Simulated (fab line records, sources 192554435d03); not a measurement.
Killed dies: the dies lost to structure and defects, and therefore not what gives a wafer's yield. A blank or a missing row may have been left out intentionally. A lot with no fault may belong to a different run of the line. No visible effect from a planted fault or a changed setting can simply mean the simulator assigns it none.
Chamber matching	flow n5 finfet	4 sister chambers for N5_BEOL_M0_SAQP_SPACER1_ALD_98 on ald sin-03
The step deposits SiO2, target thk 12.8 nm, pulse time 1 s, purge time 2 s. 4 wafers are shown with their chamber, then 10 later ones without.

== EACH WAFER AND ITS CHAMBER ==
wafer	chamber	heater power outer w (W)
L083.6	2	222
L089.6	0	254
L090.2	1	269
L090.3	3	207

== WAFERS WHOSE CHAMBER IS MISSING ==
wafer	heater power outer w (W)
L090.4	261
L091.4	262
L091.5	225
L091.6	267
L093.2	217
L093.4	216
L093.5	262
L097.3	263
L097.4	273
L097.5	210

== THE CHAMBER EACH PASSED THROUGH ==
wafer	from the rows above	in truth
L090.4	can't be placed: 0 or 1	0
L091.4	can't be placed: 1 or 0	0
L091.5	2	2
L091.6	1	1
L093.2	can't be placed: 2 or 3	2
L093.4	can't be placed: 2 or 3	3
L093.5	can't be placed: 1 or 0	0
L097.3	can't be placed: 1 or 0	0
L097.4	1	1
L097.5	can't be placed: 3 or 2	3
Correct placement for 3 of the 10. Can't be placed from these rows: 7 (the true chamber is among the candidates in 7). Number placed wrongly: 0.
How it was worked out, from the rows above alone: a wafer's distance from a chamber is the root of the sum, over the readings, of the square of ((its reading less the chamber's mean) divided by the reading's scatter). If the next closest chamber is less than 2 further off than the closest, the wafer can't be placed; otherwise it belongs to the closest. A chamber's mean is the mean of its shown wafers. The scatter (one wafer shown for each chamber): square how far every hidden wafer sits from the nearest shown wafer, average those squares and take the square root.
